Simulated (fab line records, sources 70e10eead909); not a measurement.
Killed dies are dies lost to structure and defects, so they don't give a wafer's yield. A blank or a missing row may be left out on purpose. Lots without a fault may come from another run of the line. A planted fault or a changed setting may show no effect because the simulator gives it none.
Which tool did it? | flow nand_harc | 7 lots, 21 wafers sampled, at 2 steps of a route of 1302

WHAT THE GAUGES READ, wafer by wafer
NHARC_A_CHANNEL_HOLE_D2_INSPECT_40.
lot  | measured     | on                | raw_defect_count
L638 | day 13 14:18 | defect_inspect-02 | 232 205 360
L640 | day 15 02:10 | defect_inspect-02 | 225 226 241
L643 | day 15 21:52 | defect_inspect-01 | 209 137 183
L654 | day 20 19:56 | defect_inspect-01 | 153 220 259
L656 | day 21 04:32 | defect_inspect-02 | 276 260 245
L658 | day 22 02:14 | defect_inspect-02 | 320 277 163
L660 | day 23 08:01 | defect_inspect-01 | 238 372 262

WHICH TOOL RAN EACH LOT (tool, then ch and the chambers of the sampled wafers, then the start)
lot  | NHARC_A_CHANNEL_HOLE_D2_ETCH_27
L638 | har_etch-01 ch 0,1, day 13 12:34
L640 | har_etch-01 ch 0,1, day 15 00:26
L643 | har_etch-01 ch 0,1, day 15 20:10
L654 | har_etch-02 ch 0,1, day 20 18:13
L656 | har_etch-01 ch 0,1, day 21 02:48
L658 | har_etch-02 ch 0,1, day 22 00:35
L660 | har_etch-02 ch 0,1, day 23 06:17
- NHARC_A_CHANNEL_HOLE_D2_ETCH_27: etches the open film in C4F8/O2/Ar, time 90 s, target depth 400 nm.

THE ANSWER, worked out from the rows above alone
Rule: what is usual is taken from the lots themselves. Put in order of their means at a reading, lots are off if they are a third of the lots or fewer, leave a main group of 4 or more, and stand apart from it by a gap of 3 or more times the standard deviation of the main group's means; of several such gaps the widest counts. A main group whose means are all the same, to the digits that the tables above print for the reading, isn't used. A lot without any number at a reading at which 4 lots or more have one is off too. The other lots that the step has rows for count as sound.
No lot is off at any reading shown: from this, nothing can be told.

WHAT THE SIMULATOR HAD PUT IN
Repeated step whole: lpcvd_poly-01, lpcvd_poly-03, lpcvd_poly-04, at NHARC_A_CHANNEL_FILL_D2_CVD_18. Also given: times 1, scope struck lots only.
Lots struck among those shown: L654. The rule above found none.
